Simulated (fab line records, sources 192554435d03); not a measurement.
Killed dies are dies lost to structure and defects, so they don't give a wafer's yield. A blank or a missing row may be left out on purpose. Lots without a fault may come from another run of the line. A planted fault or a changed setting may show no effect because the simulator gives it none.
Chamber matching | flow n5_finfet | N5_BEOL_M1_ETCHBACK_99 on rie_diel-06: 4 sister chambers
The step etches SiO2 in CHF3, target depth 5 nm, time 10.4 s. 16 wafers are shown with their chamber, then 8 later ones without.

WAFERS WITH THEIR CHAMBER
wafer  | chamber | throttle_valve_pct (%) | oes_product_au (a.u.) | showerhead_plenum_p_Torr (Torr)
L075.2 | 0       | 17.25                  | 0.77                  | 2.16
L075.3 | 1       | 16.64                  | 0.82                  | 2.24
L075.4 | 2       | 17.12                  | 0.71                  | 2.15
L077.1 | 1       | 16.64                  | 0.83                  | 2.24
L077.2 | 0       | 17.25                  | 0.77                  | 2.16
L077.3 | 2       | 17.12                  | 0.71                  | 2.15
L077.4 | 2       | 17.12                  | 0.70                  | 2.15
L077.5 | 1       | 16.64                  | 0.82                  | 2.24
L077.6 | 0       | 17.25                  | 0.76                  | 2.16
L076.2 | 2       | 17.13                  | 0.71                  | 2.15
L076.4 | 1       | 16.65                  | 0.82                  | 2.24
L076.6 | 0       | 17.26                  | 0.77                  | 2.16
L080.2 | 1       | 16.66                  | 0.82                  | 2.24
L080.4 | 3       | 16.97                  | 1.00                  | 2.21
L080.5 | 2       | 17.14                  | 0.71                  | 2.14
L081.3 | 2       | 17.13                  | 0.71                  | 2.14

SIGNATURES (means of the wafers above)
reading                  | chamber 0 | chamber 1 | chamber 2 | chamber 3 | scatter within a chamber
throttle_valve_pct       | 17.2525   | 16.6460   | 17.1267   | 16.9700   | 0.00779
oes_product_au           | 0.7675    | 0.8220    | 0.7083    | 1.0000    | 0.00446
showerhead_plenum_p_Torr | 2.1600    | 2.2400    | 2.1467    | 2.2100    | 0.00333
Rule: a wafer's distance from a chamber is the root of the sum, over the readings, of the square of ((its reading less the chamber's mean) divided by the reading's scatter). The wafer belongs to the nearest chamber; if the next one is less than 2 further off, it can't be placed. The scatter: the root of (the sum of the squares of (reading less its chamber's mean) over the shown wafers, divided by (wafers less chambers)).

WAFERS WITHOUT THEIR CHAMBER
wafer  | throttle_valve_pct (%) | oes_product_au (a.u.) | showerhead_plenum_p_Torr (Torr)
L081.5 | 16.66                  | 0.81                  | 2.24
L081.6 | 17.26                  | 0.77                  | 2.15
L085.2 | 17.14                  | 0.69                  | 2.14
L085.3 | 17.00                  | 0.96                  | 2.21
L085.4 | 16.67                  | 0.80                  | 2.23
L096.1 | 17.28                  | 0.75                  | 2.15
L096.2 | 17.02                  | 0.95                  | 2.21
L096.5 | 17.03                  | 0.95                  | 2.21

WHICH CHAMBER EACH WENT THROUGH
wafer  | from the rows above | in truth
L081.5 | 1                   | 1
L081.6 | 0                   | 0
L085.2 | 2                   | 2
L085.3 | 3                   | 3
L085.4 | 1                   | 1
L096.1 | 0                   | 0
L096.2 | 3                   | 3
L096.5 | 3                   | 3
Placed correctly: 8 of 8. Can't be placed from these rows: 0. Placed wrongly: 0.
